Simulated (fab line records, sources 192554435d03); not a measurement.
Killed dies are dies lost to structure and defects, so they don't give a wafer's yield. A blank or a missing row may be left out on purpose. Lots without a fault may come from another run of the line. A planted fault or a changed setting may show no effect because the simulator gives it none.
Which tool did it? | flow n5_finfet | 12 lots, 36 wafers sampled, at 6 steps of a route of 1938

WHAT THE GAUGES READ, wafer by wafer
N5_BEOL_M5_CD_MEAS_35: target cd 28 nm, target cd y 24 nm.
lot  | measured     | on        | cd_nm (nm)
L074 | day 8 23:14  | cd_sem-03 | 28.1 28.5 28.2
L076 | day 9 18:39  | cd_sem-02 | 28.4 27.8 28.1
L079 | day 10 10:44 | cd_sem-01 | 28.3 27.9 28.6
L082 | day 11 03:51 | cd_sem-03 | 27.5 27.7 27.9
L083 | day 11 15:43 | cd_sem-02 | 27.9 28.3 27.9
L085 | day 12 14:44 | cd_sem-02 | 27.6 27.9 27.9
L088 | day 13 00:17 | cd_sem-02 | 28.0 28.0 27.8
L089 | day 13 14:29 | cd_sem-01 | 28.4 28.5 28.0
L090 | day 13 19:02 | cd_sem-01 | 28.0 27.8 28.1
L092 | day 14 05:39 | cd_sem-02 | 27.9 28.3 28.2
L094 | day 14 11:19 | cd_sem-02 | 28.0 28.1 28.3
L097 | day 15 21:22 | cd_sem-03 | 28.3 28.1 28.1

WHICH TOOL RAN EACH LOT (tool, then ch and the chambers of the sampled wafers, then the start)
lot  | N5_BEOL_M4_DEGAS_44          | N5_BEOL_M4_PRE_CLEAN_45      | N5_BEOL_M4_CO_CAP_55             | N5_BEOL_M5_ETCH_67                 | N5_BEOL_M5_ETCH_68
L074 | pvd_sputter-02, day 8 14:07  | pvd_sputter-02, day 8 14:09  | cvd_co-02 ch 1,2, day 8 17:27    | rie_diel-06 ch 2,3, day 8 22:42    | rie_diel-06 ch 2,3, day 8 22:44
L076 | pvd_sputter-03, day 9 08:25  | pvd_sputter-03, day 9 08:30  | cvd_co-01 ch 0,1,2, day 9 11:58  | rie_diel-02 ch 1,2, day 9 17:58    | rie_diel-02 ch 1,2, day 9 18:01
L079 | pvd_sputter-03, day 9 13:19  | pvd_sputter-03, day 9 13:24  | cvd_co-01 ch 0,1, day 9 17:08    | rie_diel-05 ch 0,1,2, day 10 10:13 | rie_diel-05 ch 0,1,2, day 10 10:14
L082 | pvd_sputter-03, day 10 17:47 | pvd_sputter-03, day 10 17:49 | cvd_co-01 ch 0,1,2, day 10 21:12 | rie_diel-02 ch 0,3, day 11 03:20   | rie_diel-02 ch 0,3, day 11 03:22
L083 | pvd_sputter-02, day 11 06:14 | pvd_sputter-02, day 11 06:16 | cvd_co-01 ch 0,1,2, day 11 09:37 | rie_diel-05 ch 1,2,3, day 11 15:11 | rie_diel-05 ch 1,2,3, day 11 15:13
L085 | pvd_sputter-01, day 12 07:00 | pvd_sputter-01, day 12 07:02 | cvd_co-01 ch 1,2, day 12 10:19   | rie_diel-05 ch 0,1,3, day 12 14:13 | rie_diel-05 ch 0,1,3, day 12 14:15
L088 | pvd_sputter-03, day 12 14:51 | pvd_sputter-03, day 12 14:53 | cvd_co-01 ch 0,1, day 12 18:17   | rie_diel-06 ch 0,2,3, day 12 23:46 | rie_diel-06 ch 0,2,3, day 12 23:47
L089 | pvd_sputter-01, day 13 01:21 | pvd_sputter-01, day 13 01:23 | cvd_co-01 ch 0,2, day 13 06:21   | rie_diel-02 ch 0,1,2, day 13 13:58 | rie_diel-02 ch 0,1,2, day 13 13:59
L090 | pvd_sputter-01, day 13 06:28 | pvd_sputter-01, day 13 06:31 | cvd_co-01 ch 0,1,2, day 13 10:06 | rie_diel-05 ch 1,2, day 13 18:31   | rie_diel-05 ch 1,2, day 13 18:32
L092 | pvd_sputter-03, day 13 15:36 | pvd_sputter-03, day 13 15:38 | cvd_co-02 ch 0,1,2, day 13 18:54 | rie_diel-05 ch 1,2, day 14 05:07   | rie_diel-05 ch 1,2, day 14 05:09
L094 | pvd_sputter-03, day 14 02:59 | pvd_sputter-03, day 14 03:02 | cvd_co-01 ch 0,1,2, day 14 06:21 | rie_diel-05 ch 0,1,2, day 14 10:48 | rie_diel-05 ch 0,1,2, day 14 10:50
L097 | pvd_sputter-03, day 15 06:22 | pvd_sputter-03, day 15 06:24 | cvd_co-02 ch 1,2, day 15 11:29   | rie_diel-05 ch 2,3, day 15 20:51   | rie_diel-05 ch 2,3, day 15 20:53
- N5_BEOL_M4_DEGAS_44: time 60 s.
- N5_BEOL_M4_PRE_CLEAN_45: time 30 s.
- N5_BEOL_M4_CO_CAP_55: material Co, precursor CCTBA/H2, target thk 2 nm, time 102.1 s.
- N5_BEOL_M5_ETCH_67: etches SiARC in CF4, target depth 15.6 nm, time 26 s.
- N5_BEOL_M5_ETCH_68: etches SOC in N2/H2, target depth 80 nm, overetch 16 nm, time 120 s.

THE ANSWER, worked out from the rows above alone
Rule: what is usual is taken from the lots themselves. Put in order of their means at a reading, lots are off if they are a third of the lots or fewer, leave a main group of 4 or more, and stand apart from it by a gap of 3 or more times the standard deviation of the main group's means; of several such gaps the widest counts. A main group whose means are all the same, to the digits that the tables above print for the reading, isn't used. A lot without any number at a reading at which 4 lots or more have one is off too. The other lots that the step has rows for count as sound.
No lot is off at any reading shown: from this, nothing can be told.

WHAT THE SIMULATOR HAD PUT IN
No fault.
